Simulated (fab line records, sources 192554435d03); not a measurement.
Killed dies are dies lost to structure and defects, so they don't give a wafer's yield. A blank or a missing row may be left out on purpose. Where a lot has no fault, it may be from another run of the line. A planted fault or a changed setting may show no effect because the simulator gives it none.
Split-lot study    flow n5Finfet    on a route of 1938 steps: 7 lots, 39 wafers read

## SPLIT DETAILS
At N5_MOL_CONTACT_COAG_ALD_133 (deposits SiO2, target thk 5 nm, pulse time 1 s, co reactant pulse time 1 s), the setting aldCycles was moved away from the recipe's 35 on 15 of the 39 wafers read, by -57.1% to +60.0%. All remaining wafers had this setting at the recipe value.

The split's own step is where the reading is taken.

## THE READING
SiO2_of_MOL_CONTACT_COAG_ALD_133.thkNm (the simulator's own value, which no gauge read), in nm, at N5_MOL_CONTACT_COAG_ALD_133 (deposits SiO2, target thk 5 nm, pulse time 1 s, co reactant pulse time 1 s). No usual value for it is given in the file.

wafer   tool, chamber at the split  aldCycles as run  against the recipe  SiO2_of_MOL_CONTACT_COAG_ALD_133.thkNm, nm  against lot-mates on the recipe
L074.1  aldSin-02, 1,0,0            56                +60.0%              8                                           +3.0
L074.3  aldSin-02, 1,0,0            56                +60.0%              8                                           +3.0
L074.6  aldSin-02, 1,0,0            56                +60.0%              8                                           +3.0
L074.2  aldSin-02, 2,3,1            35                recipe              5                                           -
L074.4  aldSin-02, 2,3,1            35                recipe              5                                           -
L074.5  aldSin-02, 2,3,1            35                recipe              5                                           -
L077.2  aldSin-01, 2,1,1            35                recipe              5                                           -
L077.4  aldSin-01, 2,1,1            35                recipe              5                                           -
L077.5  aldSin-01, 2,1,1            35                recipe              5                                           -
L079.1  aldSin-01, 1,2,0            15                -57.1%              2.2                                         -2.8
L079.2  aldSin-01, 1,2,0            15                -57.1%              2.2                                         -2.8
L079.3  aldSin-01, 1,2,0            15                -57.1%              2.2                                         -2.8
L079.4  aldSin-01, 3,0,1            35                recipe              5                                           -
L079.5  aldSin-01, 3,0,1            35                recipe              5                                           -
L079.6  aldSin-01, 3,0,1            35                recipe              5                                           -
L088.1  aldSin-02, 0,3,2            43                +22.9%              6.2                                         +1.2
L088.3  aldSin-02, 0,3,2            43                +22.9%              6.2                                         +1.2
L088.6  aldSin-02, 0,3,2            43                +22.9%              6.2                                         +1.2
L088.2  aldSin-02, 2,1,3            35                recipe              5                                           -
L088.4  aldSin-02, 2,1,3            35                recipe              5                                           -
L088.5  aldSin-02, 2,1,3            35                recipe              5                                           -
L090.1  aldSin-03, 3,0,0            27                -22.9%              3.8                                         -1.2
L090.3  aldSin-03, 3,0,0            27                -22.9%              3.8                                         -1.2
L090.6  aldSin-03, 3,0,0            27                -22.9%              3.8                                         -1.2
L090.2  aldSin-03, 1,2,1            35                recipe              5                                           -
L090.4  aldSin-03, 1,2,1            35                recipe              5                                           -
L090.5  aldSin-03, 1,2,1            35                recipe              5                                           -
L091.1  aldSin-03, 2,0,0            35                recipe              5                                           -
L091.2  aldSin-03, 2,0,0            35                recipe              5                                           -
L091.4  aldSin-03, 2,0,0            35                recipe              5                                           -
L091.3  aldSin-03, 1,1,2            22                -37.1%              3.2                                         -1.8
L091.5  aldSin-03, 1,1,2            22                -37.1%              3.2                                         -1.8
L091.6  aldSin-03, 1,1,2            22                -37.1%              3.2                                         -1.8
L092.1  aldSin-01, 1,3,0,2,0,3      35                recipe              5                                           -
L092.2  aldSin-01, 1,3,0,2,0,3      35                recipe              5                                           -
L092.3  aldSin-01, 1,3,0,2,0,3      35                recipe              5                                           -
L092.4  aldSin-01, 1,3,0,2,0,3      35                recipe              5                                           -
L092.5  aldSin-01, 1,3,0,2,0,3      35                recipe              5                                           -
L092.6  aldSin-01, 1,3,0,2,0,3      35                recipe              5                                           -
If several chambers appear in one row, that row covers several wafers at once and the file leaves open which wafer was in which chamber.

FIT RESULTS
A straight line over all 39 wafers: SiO2_of_MOL_CONTACT_COAG_ALD_133.thkNm changes by +0.0497 nm for each +1% of aldCycles; r = +1.00; the points scatter about the line by 0.03 nm.
The same after taking each lot's own level away (the mean of its wafers on the recipe; 39 wafers): +0.0497 nm for each +1%; r = +1.00; scatter 0.03 nm.
That fit puts the effect of the largest move of aldCycles on the reading at 3 nm.
The lots' own levels span 5.00 to 5.00 nm.
Hence the lot-to-lot level has little effect on the slope; both slopes agree.
Check: for one of the wafers moved furthest among these (+60.0%), held out of the fit, the line's prediction against its lot-mates is +2.99 nm. It came out at +3 nm against them.

## ADDITIONAL SPLITS CARRIED BY THESE WAFERS
These wafers also went through other splits before the reading. Each is held against what the fit with the lots' levels taken away leaves over:
other split on the same wafers  wafers away from the commonest value  r with SiO2_of_MOL_CONTACT_COAG_ALD_133.thkNm (lot level and that fit taken away)
N5_FIN_SAQP_HM_DEP_03 timeS     15                                    +0.00
N5_SD_EPI_P_EPI_21 timeS        15                                    +0.50

## FILE'S OWN FIT
SiO2_of_MOL_CONTACT_COAG_ALD_133.thkNm changes by +0.0497 nm for each +1% of aldCycles, r = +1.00.
